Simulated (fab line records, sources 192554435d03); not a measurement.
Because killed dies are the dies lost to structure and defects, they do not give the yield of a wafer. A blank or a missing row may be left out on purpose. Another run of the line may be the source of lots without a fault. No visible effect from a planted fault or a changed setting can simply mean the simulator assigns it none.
fab line records    flow n5Finfet
[record] lots = 5  wafers = 15  lastDay = 18
route steps=1938 shown SD_EPI_N@276 SD_EPI_P@295 SD_ACTIVATION@332 BEOL_M4@1111 PASSIVATION@1936
lots that met no fault: from a run of the same line without faults
startH: hours from the record's opening day to when the first of the lot's shown wafers began    waitH: hours elapsed since this lot's preceding step    " identical to the entry in the row above    L1.1+2: one row covering several wafers at once    - no value, or no start was given    * or withheld: withheld    < > ~ a bound
route shown NAME@n: names a module that has steps shown in the file, with the first one's number in the route    usual: mean/standard deviation taken from wafers without a fault    same: alike in all rows    chamber/n: place in a boat    sites: each site's reading    _std_site: the standard deviation of these    _edge_site: mean of outer sites minus mean of inner sites    radiusMm: for every site, how far away it sits from the centre of the wafer    mask NAME#n: copy n    behind: tool/chamber where the wafer was last shaped    hold: what put the lot on hold/how long, in hours/how the hold closed    device: transistor that didn't switch, given as n, p or np    end of line: the same wafers' tests at the end of the route    where a step has no rows: the recipe by itself    killed: not the wafer's yield, but the dies lost to structure and defects at the first sort    map: a wafer's dies, marking killed ones x, the rest . and places with no die _
set.NAME: the run value of the setting; set.NAME@STEP: its run value at that earlier step    model.NAME: the simulator's own value behind a step, which no gauge read
lots at some steps of the route; a table a step, a row a wafer
[[steps]]
[step N5_SD_EPI_N_STRIP_36]
[recipe] chemistry = N2/H2  tempC = 40  n2FlowSccm = 200  h2FlowSccm = 200  rfFrequencyHz = 6e+07
[step N5_SD_EPI_N_ETCHBACK_44]
[recipe] chemistry = CH3F/O2  mode = anisotropicEtchback  target = SiNx  targetDepthA = 145  stopOn = SiO2  overEtchFrac = 0.3  ionEnergyEv = 120  pressureMtorr = 30  sourceW = 395  biasW = 73  Ar_flow_sccm = 150  CH3F_flow_sccm = 30  O2_flow_sccm = 20
[step N5_SD_EPI_N_ETCH_45]
[recipe] chemistry = CH3F/O2  target = SiOCN  targetDepthA = 60  maskMaterial = SOC  ionEnergyEv = 60  biasW = 29  pressureMtorr = 15  sourceW = 410  Ar_flow_sccm = 150  CH3F_flow_sccm = 30  O2_flow_sccm = 20
[step N5_SD_EPI_N_ETCH_16]
[recipe] chemistry = CHF3/O2  target = SiO2  targetDepthA = 50  maskMaterial = SOC  pressureMtorr = 30  sourceW = 650  biasW = 170  Ar_flow_sccm = 200  CHF3_flow_sccm = 50  O2_flow_sccm = 5  ionEnergyEv = 200
[step N5_SD_EPI_N_STRIP_47]
[recipe] chemistry = CHF3/O2  resist = SiARC  rfFrequencyHz = 6e+07
[step N5_SD_EPI_N_SD_RECESS_17]
[recipe] chemistry = HBr/Cl2/O2  targetDepthA = 410  maskMaterial = SOC  timeS = 23.7  btTimeS = 3  pressureMtorr = 10  icpW = 800  biasW = 112  HBr_flow_sccm = 150  Cl2_flow_sccm = 80  O2_flow_sccm = 12
[step N5_SD_EPI_N_STRIP_38]
[recipe] chemistry = N2/H2  powerW = 1000  tempC = 250  h2Frac = 0.65  overashFraction = 0.3  pressureMtorr = withheld  n2FlowSccm = 1750  h2FlowSccm = 3250
[step N5_SD_EPI_N_WET_ETCH_43]
[recipe] chemistry = dHF  dilution = withheld  timeS = 14  target = SiO2  targetDepthA = 15  tempC = 25
[step N5_SD_EPI_N_STRIP_18]
[recipe] chemistry = SPM  timeS = 750  tempC = 130  h2so4H2o2VolRatio = 4
[step N5_SD_EPI_N_SRD_20]
[recipe] dry = ipaMarangoni  doPpb = 5  timeS = 30  tempC = 23  rinseLiquid = diw
[step N5_SD_EPI_N_PRECLEAN_48]
[recipe] chemistry = NF3:NH3  afsCycles = 2  tempC = 30  timeS = 20  sublimationTempC = 180  sublimationTimeS = 60  pressureTorr = 3  rfPowerW = 30
[step N5_SD_EPI_N_VAPOR_ETCH_50]
[recipe] chemistry = HCl  target = Si  tempC = 775  timeS = 54  pressureTorr = 20  mode = isotropic
[step N5_SD_EPI_N_EPI_21]
[recipe] material = Si:P  dopant = P  tempC = 680  pressureTorr = 255  timeS = 690
[usual] susceptorTempC = 679.99/0.3
lot.wafer  tool         chamber  startH  waitH  susceptorTempC
L243.1     epiRpcvd-01  0        67.98   0.1    680.19
L243.4     "            0        "       "      680.32
L243.5     "            0        "       "      679.87
L257.2     epiRpcvd-01  0        153.78  0.4    679.91
L257.4     "            0        "       "      679.48
L257.5     "            0        "       "      679.70
L259.3     epiRpcvd-01  0        163.61  0.7    680.11
L259.4     "            0        "       "      680.28
L259.6     "            0        "       "      680.10
L260.3     epiRpcvd-01  0        172.75  1.2    680.34
L260.4     "            0        "       "      680.11
L260.5     "            0        "       "      679.92
L261.2     epiRpcvd-01  0        177.42  0.5    679.63
L261.4     "            0        "       "      679.67
L261.6     "            0        "       "      679.90
[step N5_SD_EPI_N_PRECLEAN_24]
[recipe] chemistry = O3/DIW  timeS = 60  tempC = 22  o3Ppm = 10
[step N5_SD_EPI_N_SRD_25]
[recipe] timeS = 30  tempC = 23  rinseLiquid = diw  dry = ipaMarangoni
[step N5_SD_EPI_N_PRECLEAN_49]
[recipe] chemistry = NF3:NH3  afsCycles = 1  tempC = 30  timeS = 20  sublimationTempC = 180  sublimationTimeS = 60  pressureTorr = 3  rfPowerW = 30
[step N5_SD_EPI_N_LINER_46]
[recipe] material = SiNx  targetThkA = 30  tempC = 400  aldPrecursorFamily = SiH2I2  aldCoReactant = N2/H2-plasma  pressureTorr = 2
[step N5_SD_EPI_P_COAT_34]
[recipe] resist = SOC  tempC = 250  timeS = 60  spinRpm = 1500  resistThkNm = 350
[step N5_SD_EPI_P_COAT_35]
[recipe] resist = SiARC  tempC = 220  timeS = 60  spinRpm = 1500  resistThkNm = 35
[step N5_SD_EPI_P_COAT_03]
[recipe] resist = CAR-ArF-block  spinRpm = 1500  resistThkNm = 150
[step N5_SD_EPI_P_EBR_05]
[recipe] solvent = PGMEA  ebrWidthMm = 1.5
[step N5_SD_EPI_P_SOFTBAKE_04]
[recipe] tempC = 110  timeS = 60  resist = CAR-ArF-block
[step N5_SD_EPI_P_EXPOSE_06]
[recipe] maskId = SD_P_BLK  na = 1.35  sourceShape = conventional  sigmaOuter = 0.8  polarization = unpolarized  targetCdNm = 240  doseMj = 39.5
[step N5_SD_EPI_P_PEB_07]
[recipe] pebTempC = 110  pebTimeS = 60  resist = CAR-ArF-block
[step N5_SD_EPI_P_DEVELOP_08]
[recipe] developTimeS = 30  developer = TMAH  resist = CAR-ArF-block  devTempC = 23  rinseLiquid = diw  dry = airSpin
[step N5_SD_EPI_P_DESCUM_14]
[recipe] chemistry = O2  timeS = 7.9  sourcePowerW = 50  biasPowerW = 20  pressureMtorr = 20  rfFrequencyHz = 2.712e+07  tempC = 40  resist = CAR-ArF-block  o2FlowSccm = 225
[step N5_SD_EPI_P_ETCH_36]
[recipe] chemistry = CF4  target = SiARC  targetDepthA = 455  maskMaterial = CAR-ArF-block  timeS = 75.8  ionEnergyEv = 80  pressureMtorr = 40  sourceW = 545  biasW = 36  Ar_flow_sccm = 100  cf4FlowSccm = 100  ends = cleared
[step N5_SD_EPI_P_ETCH_37]
[recipe] chemistry = N2/H2  target = SOC  overetchA = 1080  maskMaterial = SiARC  tempC = 40  ionEnergyEv = 100  sourceW = 3000  biasW = 133  pressureMtorr = 20  timeS = 486  n2FlowSccm = 200  h2FlowSccm = 200  ends = endPoint
[step N5_SD_EPI_P_STRIP_38]
[recipe] chemistry = N2/H2  tempC = 40  n2FlowSccm = 200  h2FlowSccm = 200  rfFrequencyHz = 6e+07
[step N5_SD_EPI_P_ETCHBACK_46]
[recipe] chemistry = CH3F/O2  mode = anisotropicEtchback  target = SiNx  targetDepthA = 175  stopOn = SiO2  overEtchFrac = 0.3  ionEnergyEv = 120  pressureMtorr = 30  sourceW = 395  biasW = 73  Ar_flow_sccm = 150  CH3F_flow_sccm = 30  O2_flow_sccm = 20
[step N5_SD_EPI_P_ETCH_47]
[recipe] chemistry = CH3F/O2  target = SiOCN  targetDepthA = 250  maskMaterial = SOC  ionEnergyEv = 60  biasW = 29  pressureMtorr = 30  sourceW = 410  Ar_flow_sccm = 150  CH3F_flow_sccm = 30  O2_flow_sccm = 20
[step N5_SD_EPI_P_ETCH_16]
[recipe] chemistry = CHF3/O2  target = SiO2  targetDepthA = 50  maskMaterial = SOC  pressureMtorr = 30  sourceW = 650  biasW = 170  Ar_flow_sccm = 200  CHF3_flow_sccm = 50  O2_flow_sccm = 5  ionEnergyEv = 200
[step N5_SD_EPI_P_STRIP_50]
[recipe] chemistry = CHF3/O2  resist = SiARC  rfFrequencyHz = 6e+07
[step N5_SD_EPI_P_SD_RECESS_17]
[recipe] chemistry = HBr/Cl2/O2  targetDepthA = 391  btTimeS = 3  pressureMtorr = 10  icpW = 800  biasW = 112  HBr_flow_sccm = 150  Cl2_flow_sccm = 80  O2_flow_sccm = 12
[step N5_SD_EPI_P_WET_ETCH_45]
[recipe] chemistry = dHF  dilution = withheld  timeS = 10.7  target = SiO2  targetDepthA = 20  tempC = 25  dry = ipaMarangoni  rinseTimeS = 30  rinseTempC = 23
[step N5_SD_EPI_P_STRIP_40]
[recipe] chemistry = N2/H2  powerW = 1000  tempC = 250  h2Frac = 0.65  overashFraction = 0.3  pressureMtorr = withheld  n2FlowSccm = 1750  h2FlowSccm = 3250
[step N5_SD_EPI_P_PRECLEAN_52]
[recipe] chemistry = O3/DIW  timeS = 60  tempC = 22  o3Ppm = 10
[step N5_SD_ACTIVATION_RS_MEAS_03]
[recipe] thkMeasGauge = four-point-probe
[usual] RS_SD_N = 21.9/0.31  RS_SD_P = 56.0/0.76
lot.wafer  tool          chamber  startH  waitH  RS_SD_N[ohm/sq]  RS_SD_P[ohm/sq]
L243.1     filmMetro-02  -        75.91   0.2    22.3             56.8
L243.4     "             -        "       "      22.1             56.8
L243.5     "             -        "       "      22.1             56.6
L257.2     filmMetro-02  -        160.45  0.2    21.7             56.6
L257.4     "             -        "       "      21.9             56.9
L257.5     "             -        "       "      22.0             57.6
L259.3     filmMetro-01  -        169.90  0.2    53.3             56.4
L259.4     "             -        "       "      51.7             56.5
L259.6     "             -        "       "      53.2             56.3
L260.3     filmMetro-02  -        181.23  0.2    58.7             56.3
L260.4     "             -        "       "      57.9             56.1
L260.5     "             -        "       "      57.6             56.8
L261.2     filmMetro-02  -        186.72  0.2    54.0             55.0
L261.4     "             -        "       "      55.0             55.0
L261.6     "             -        "       "      53.9             54.7
[step N5_BEOL_M4_RC_MEAS_101]
[usual] DIBL_N = 36.5/1.8  DIBL_P = 36.5/2.1  IOFF_N = 0.17/0.031  IOFF_N_85C = 3.3/0.51  IOFF_N_LIN = 0.078/0.012  IOFF_P = 0.22/0.036  ION_N = 677/11  ION_P = 463/8  RC_DENSE_N = 18.5/0.5  RC_N = 15.1/0.4  REXT_N = 74.9/1.8  RS_SD_N = 28.4/0.41  SS_N = 71.6/0.61  SS_P = 73.3/0.63  VT_N = 249/3.1  VT_N_LVT = 97/3.5  VT_P = -250/3.3
lot.wafer  tool       chamber  startH  waitH  DIBL_N[mV/V]  DIBL_P[mV/V]  IOFF_N[nA/um]  IOFF_N_85C[nA/um]  IOFF_N_LIN[nA/um]  IOFF_P[nA/um]  ION_N[uA/um]  ION_P[uA/um]  RC_DENSE_N[ohm.um]  RC_N[ohm.um]  REXT_N[ohm.um]  RS_SD_N[ohm/sq]  SS_N[mV/dec]  SS_P[mV/dec]  VT_N[mV]  VT_N_LVT[mV]  VT_P[mV]
L243.1     prober-02  0        182.56  0.0    39.1          39.7          0.20           3.6                0.090              0.22           688           466           19.1                15.5          75.2            28.5             71.6          74.0          247       94            -250
L243.4     "          0        "       "      38.0          38.9          0.18           3.4                0.086              0.21           693           463           18.9                15.3          75.0            28.8             72.3          74.4          246       94            -253
L243.5     "          0        "       "      40.0          40.0          0.21           3.8                0.097              0.24           696           470           19.0                15.3          74.7            28.6             71.4          74.2          241       91            -251
L257.2     prober-01  0        274.33  0.2    38.6          37.9          0.22           4.3                0.103              0.26           702           480           17.9                14.6          71.6            28.2             71.5          73.9          243       90            -246
L257.4     "          0        "       "      38.3          36.5          0.21           4.1                0.092              0.24           681           455           17.9                14.6          72.7            28.4             72.2          73.4          244       91            -246
L257.5     "          0        "       "      38.3          37.3          0.22           4.2                0.102              0.25           700           475           17.5                14.4          72.9            28.6             71.7          74.0          244       89            -247
L259.3     prober-02  0        274.69  0.3    26.7          35.4          0.06           1.3                0.034              0.24           546           476           47.7                39.0          165.8           65.3             70.0          71.9          267       115           -245
L259.4     "          0        "       "      28.6          37.8          0.07           1.5                0.040              0.28           561           484           46.2                37.6          164.9           64.5             70.4          73.7          263       113           -242
L259.6     "          0        "       "      30.0          40.1          0.09           1.9                0.050              0.35           570           494           45.7                37.1          167.5           65.8             70.6          73.6          262       106           -240
L260.3     prober-01  0        306.55  0.3    28.5          39.2          0.06           1.3                0.033              0.23           530           467           51.3                41.9          169.2           72.0             70.7          74.3          271       119           -252
L260.4     "          0        "       "      25.0          34.9          0.04           1.0                0.027              0.18           529           459           48.5                40.1          168.9           70.9             69.1          73.5          270       121           -253
L260.5     "          0        "       "      24.0          33.4          0.04           0.9                0.023              0.15           516           449           50.9                41.5          169.5           71.1             68.5          72.2          276       125           -256
L261.2     prober-02  0        309.22  0.2    26.3          35.8          0.06           1.3                0.034              0.22           545           470           46.9                38.1          161.0           65.8             70.1          72.5          270       116           -248
L261.4     "          0        "       "      23.7          32.2          0.04           1.0                0.026              0.17           537           471           48.0                39.2          162.0           66.3             68.9          72.7          270       120           -250
L261.6     "          0        "       "      24.2          32.7          0.04           1.0                0.026              0.18           521           462           46.9                38.3          162.5           66.6             68.6          72.6          272       121           -247
[step N5_PASSIVATION_PROBE_49]
[usual] defectLimitedYield = 91.4/1.5  killed_at_M0_to_M3 = 35/11  killed_at_M4_up = 16/7  killedAtContacts = 11/5.3  killedAtFrontEnd = 37/11  killedAtOther = 3.1/2.8  killedDies = 102/18  killedOpen = 69/15  killedShort = 31/7.8  sort_bin_5_function = 5.1/1.1  sort_bin_6_memory = 3.2/0.69  sort_bin_8_speed = 0.00/0.016  sortNPass = 1078/18  sortYieldPct = 91.4/1.5
[same] grossDies = 1180  killedAtBackSide = 0  sort_bin_4_leakage[%] = 0
lot.wafer  tool       chamber  startH  waitH  defectLimitedYield[%]  killed_at_M0_to_M3  killed_at_M4_up  killedAtContacts  killedAtFrontEnd  killedAtOther  killedDies  killedOpen  killedShort  sort_bin_5_function[%]  sort_bin_6_memory[%]  sort_bin_8_speed[%]  sortNPass  sortYieldPct[%]
L243.1     prober-01  -        295.56  0.0    89.2                   44                  19               14                49                1              127         83          40           6.8                     3.3                   0                    1053       89.2
L243.4     prober-01  -        295.71  0.2    90.0                   28                  7                11                70                2              118         73          45           6.1                     3.5                   0                    1062       90.0
L243.5     prober-01  -        295.76  0.2    90.0                   27                  24               16                48                3              118         88          28           5.8                     4.0                   0                    1062       90.0
L259.3     prober-02  -        382.52  0.1    91.2                   34                  7                20                43                0              104         73          30           5.7                     3.1                   91.19                0          0
L259.4     prober-02  -        382.57  0.2    89.7                   36                  27               19                40                0              122         85          34           5.3                     4.5                   89.66                0          0
L259.6     prober-02  -        382.67  0.3    90.5                   34                  27               10                41                0              112         88          17           5.4                     3.6                   90.51                0          0
L257.2     prober-02  -        383.24  0.1    90.4                   45                  9                8                 51                0              113         72          38           5.3                     3.6                   0                    1067       90.4
L257.4     prober-02  -        383.34  0.2    90.1                   42                  20               3                 42                10             117         82          32           5.7                     4.2                   0                    1063       90.1
L257.5     prober-02  -        383.39  0.2    92.0                   37                  16               4                 36                1              94          73          20           4.2                     3.6                   0                    1086       92.0
L260.3     prober-02  -        424.48  0.1    93.3                   26                  11               12                26                4              79          43          33           3.2                     3.1                   93.31                0          0
L260.4     prober-02  -        424.53  0.2    93.2                   30                  10               2                 35                3              80          49          27           3.3                     2.8                   93.22                0          0
L260.5     prober-02  -        424.58  0.2    95.0                   17                  9                13                15                5              59          45          14           3.1                     1.8                   95.00                0          0
L261.2     prober-01  -        425.03  0.1    91.2                   26                  22               11                44                1              104         75          28           4.6                     4.2                   91.19                0          0
L261.4     prober-01  -        425.13  0.2    90.5                   25                  15               13                57                2              112         86          25           6.0                     3.1                   90.51                0          0
L261.6     prober-01  -        425.23  0.3    90.2                   30                  16               15                51                4              116         78          38           6.1                     3.3                   90.17                0          0
// killed by level:class
L243.1 BEOL_M0_SAQP:geometricParticle:short=14 MOL_CONTACT_COAG:geometricParticle:open=11 BEOL_M0_SAQP:geometricParticle:open=11 BEOL_M4:geometricParticle:open=11 BEOL_M3:geometricParticle:open=10 DUMMY_GATE:geometricParticle:open=10 FIN_SAQP:geometricParticle:open=6 FIN_SAQP:geometricParticle:short=6
L243.4 STI_FIN_REVEAL:geometricParticle:open=18 FIN_SAQP:geometricParticle:short=12 FIN_SAQP:geometricParticle:open=11 MOL_CONTACT_COAG:geometricParticle:open=10 BEOL_M0_SAQP:geometricParticle:open=7 BEOL_M0_SAQP:geometricParticle:short=7 BEOL_M3:geometricParticle:open=6 DUMMY_GATE:geometricParticle:open=6
L243.5 MOL_CONTACT_COAG:geometricParticle:open=16 BEOL_M4:geometricParticle:open=12 FIN_SAQP:geometricParticle:open=11 DUMMY_GATE:geometricParticle:open=8 BEOL_M0_SAQP:geometricParticle:short=7 STI_FIN_REVEAL:geometricParticle:open=6 BEOL_M0_SAQP:geometricParticle:open=6 BEOL_M2:geometricParticle:open=6
L259.3 MOL_CONTACT_COAG:geometricParticle:open=18 STI_FIN_REVEAL:geometricParticle:open=15 BEOL_M0_SAQP:geometricParticle:short=10 BEOL_M3:geometricParticle:open=10 BEOL_M1:geometricParticle:open=7 STI_FIN_REVEAL:geometricParticle:short=4 ILD0:geometricParticle:short=4 GATE_CUT:geometricParticle:open=4
L259.4 BEOL_M4:geometricParticle:open=17 MOL_CONTACT_COAG:geometricParticle:open=15 STI_FIN_REVEAL:geometricParticle:open=13 BEOL_M2:geometricParticle:open=8 BEOL_M3:geometricParticle:open=6 BEOL_M0_SAQP:geometricParticle:open=5 BEOL_M1:geometricParticle:open=5 FIN_SAQP:geometricParticle:open=4
L259.6 STI_FIN_REVEAL:geometricParticle:open=13 BEOL_M4:geometricParticle:open=13 MOL_CONTACT_COAG:geometricParticle:open=9 BEOL_M5:geometricParticle:open=8 DUMMY_GATE:geometricParticle:open=7 BEOL_M0_SAQP:geometricParticle:open=7 BEOL_M2:geometricParticle:open=7 BEOL_M1:geometricParticle:open=7
L257.2 GATE_CUT:geometricParticle:short=13 BEOL_M1:geometricParticle:open=12 STI_FIN_REVEAL:geometricParticle:open=10 BEOL_M2:geometricParticle:open=10 DUMMY_GATE:geometricParticle:open=8 MOL_CONTACT_COAG:geometricParticle:open=8 BEOL_M3:geometricParticle:open=7 FIN_SAQP:geometricParticle:open=5
L257.4 BEOL_M3:geometricParticle:open=11 BEOL_M2:geometricParticle:open=9 BEOL_M4:geometricParticle:open=9 FIN_SAQP:geometricParticle:open=8 BEOL_M1:geometricParticle:open=6 FIN_SAQP:geometricParticle:short=5 STI_FIN_REVEAL:geometricParticle:open=5 ILD0:geometricParticle:open=4
L257.5 BEOL_M1:geometricParticle:open=13 BEOL_M2:geometricParticle:open=10 FIN_SAQP:geometricParticle:open=7 BEOL_M4:geometricParticle:open=7 FIN_SAQP:geometricParticle:short=6 STI_FIN_REVEAL:geometricParticle:open=5 DUMMY_GATE:geometricParticle:open=5 BEOL_M0_SAQP:geometricParticle:open=5
L260.3 MOL_CONTACT_COAG:geometricParticle:open=10 FIN_SAQP:geometricParticle:short=7 STI_FIN_REVEAL:geometricParticle:open=4 BEOL_M0_SAQP:geometricParticle:short=4 BEOL_M1:geometricParticle:short=4 BEOL_M2:geometricParticle:open=4 BEOL_M4:geometricParticle:short=4 FIN_SAQP:geometricParticle:open=3
L260.4 BEOL_M1:geometricParticle:open=8 FIN_SAQP:geometricParticle:open=6 STI_FIN_REVEAL:geometricParticle:open=6 BEOL_M0_SAQP:geometricParticle:open=6 BEOL_M0_SAQP:geometricParticle:short=6 STARTING-WAFER:geometricParticle:short=5 BEOL_M5:geometricParticle:open=4 FIN_SAQP:geometricParticle:short=3
L260.5 MOL_CONTACT_COAG:geometricParticle:open=13 STI_FIN_REVEAL:geometricParticle:open=7 BEOL_M0_SAQP:geometricParticle:short=7 BEOL_M5:geometricParticle:open=7 BEOL_M0_SAQP:geometricParticle:open=4 BEOL_M3:geometricParticle:open=3 DUMMY_GATE:geometricParticle:open=2 PASS1_CAP:geometricParticle:short=2
L261.2 STI_FIN_REVEAL:geometricParticle:open=12 MOL_CONTACT_COAG:geometricParticle:open=10 FIN_SAQP:geometricParticle:open=8 BEOL_M0_SAQP:geometricParticle:short=7 BEOL_M0_SAQP:geometricParticle:open=6 BEOL_M4:geometricParticle:open=6 BEOL_M5:geometricParticle:open=6 FIN_SAQP:geometricParticle:short=5
L261.4 FIN_SAQP:geometricParticle:open=22 MOL_CONTACT_COAG:geometricParticle:open=12 STI_FIN_REVEAL:geometricParticle:open=11 BEOL_M2:geometricParticle:open=9 BEOL_M0_SAQP:geometricParticle:open=8 DUMMY_GATE:geometricParticle:open=5 STI_FIN_REVEAL:geometricParticle:short=4 ILD0:geometricParticle:short=4
L261.6 STI_FIN_REVEAL:geometricParticle:open=16 BEOL_M0_SAQP:geometricParticle:short=16 MOL_CONTACT_COAG:geometricParticle:open=14 FIN_SAQP:geometricParticle:open=9 FIN_SAQP:geometricParticle:short=8 BEOL_M0_SAQP:geometricParticle:open=5 STI_FIN_REVEAL:geometricParticle:short=4 BEOL_M1:geometricParticle:open=4
// map L259.4 (x killed, . not)
_________________.x..........________________
______________x....x............_____________
___________....x...................__________
__________......x..................._________
________.............................._______
_______....................x....x......______
______...x..........x..x.x.x.x..x......._____
_____.......x........x...x...x..........x____
____xx.....x.....x.........x......x.x.....___
___....x..x....x.......x..x.............x..__
___....x....x....x....x....x...............__
__........x..................x..........x..._
__..........x...x...x..........x............_
_......x............x..........x....xx..x....
_....................x.........x.............
_....x....x...................x.........x..x.
_.x...............x.x..............x.........
_...x......................x........x........
_................x..x...............x........
_x...x................x..........x...........
_.............x....x.....x......xx.......x.x.
__.................x......x..x.............._
__......x...........x.x.............x..x...._
___.............x...........x....x.x.......__
___...x.......x.....x......................__
____..x....x....xx....xxxx............x...___
_____.........x.........x........x.......____
______..............x...............x..._____
_______x....x...x........x...x.........______
________.............................x_______
__________...x.....x...........x...._________
___________........xxx..........x..__________
______________.......x.........._____________
_________________.....x......________________
// map L260.4 (x killed, . not)
_________________............________________
______________.................._____________
___________..x....x...............x__________
__________.........x................_________
________....xx........................_______
_______..............xx................______
______.......x........x.x...........x..._____
_____...........x........................____
____.............x.........x.x...x........___
___....x.......................x...........__
___......................x............x....__
__.................x...x.................x.._
__...........................x.x.x.x........_
_...x.........x....x...x.........x...........
_..........x.........x............x..........
_............................................
_.......x....................................
_....................xx........x..x..........
_............................................
_.................x...............x..........
_...x......x.................................
__......x...............x.............x....._
__..x.x.x....xx.x.................x........._
___.............x........x.................__
___........................................__
____..................x.x.....x.......x...___
_____.....x................x.x....x......____
______....x.............xx..x..........._____
_______.....................x..........______
________...x.........................._______
__________.......................x.._________
___________x..x...........x......x.__________
______________.......x.x.......x_____________
_________________......x.....________________
[[key]]
[firstSign] step = N5_SD_ACTIVATION_RS_MEAS_03  reading = RS_SD_N  direction = up  sigmas = 99+  usual = 21.9  struck = 55.0
[effect] step = N5_BEOL_M4_RC_MEAS_101  reading = RS_SD_N  direction = up  sigmas = 95  usual = 28.4  struck = 67.6
[effect] step = N5_BEOL_M4_RC_MEAS_101  reading = RC_N  direction = up  sigmas = 61  usual = 15.1  struck = 39.2
[effect] step = N5_BEOL_M4_RC_MEAS_101  reading = RC_DENSE_N  direction = up  sigmas = 58  usual = 18.5  struck = 48.0
[effect] step = N5_BEOL_M4_RC_MEAS_101  reading = REXT_N  direction = up  sigmas = 52  usual = 74.9  struck = 165.7
[effect] step = N5_BEOL_M4_RC_MEAS_101  reading = ION_N  direction = down  sigmas = 12  usual = 677  struck = 539
[effect] step = N5_BEOL_M4_RC_MEAS_101  reading = VT_N  direction = up  sigmas = 6.7  usual = 249  struck = 269
[effect] step = N5_BEOL_M4_RC_MEAS_101  reading = VT_N_LVT  direction = up  sigmas = 5.9  usual = 97  struck = 117
[effect] step = N5_BEOL_M4_RC_MEAS_101  reading = DIBL_N  direction = down  sigmas = 5.8  usual = 36.5  struck = 26.3
[effect] step = N5_BEOL_M4_RC_MEAS_101  reading = IOFF_N_85C  direction = down  sigmas = 3.9  usual = 3.3  struck = 1.3
[effect] step = N5_BEOL_M4_RC_MEAS_101  reading = IOFF_N_LIN  direction = down  sigmas = 3.8  usual = 0.078  struck = 0.033
[effect] step = N5_BEOL_M4_RC_MEAS_101  reading = IOFF_N  direction = down  sigmas = 3.7  usual = 0.17  struck = 0.05
[effect] step = N5_BEOL_M4_RC_MEAS_101  reading = SS_N  direction = down  sigmas = 3.2  usual = 71.6  struck = 69.6
[effect] step = N5_PASSIVATION_PROBE_49  reading = sort_bin_8_speed  direction = up  sigmas = 99+  usual = 0.00  struck = 91.64
metAt N5_SD_EPI_N_EPI_21
struckWafers L259.3,L259.4,L259.6,L260.3,L260.4,L260.5,L261.2,L261.4,L261.6
onsetBetween 153.78 163.61
alsoFits time
[fault] kind = processParameterDrift  tool = epiRpcvd-01  chamber = -  onsetH = 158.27  steps = N5_SD_EPI_N_EPI_21  channel = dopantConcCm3  offset = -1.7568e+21  shape = step  endH = 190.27  actsIn = theseRecipesOnly  stated = 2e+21
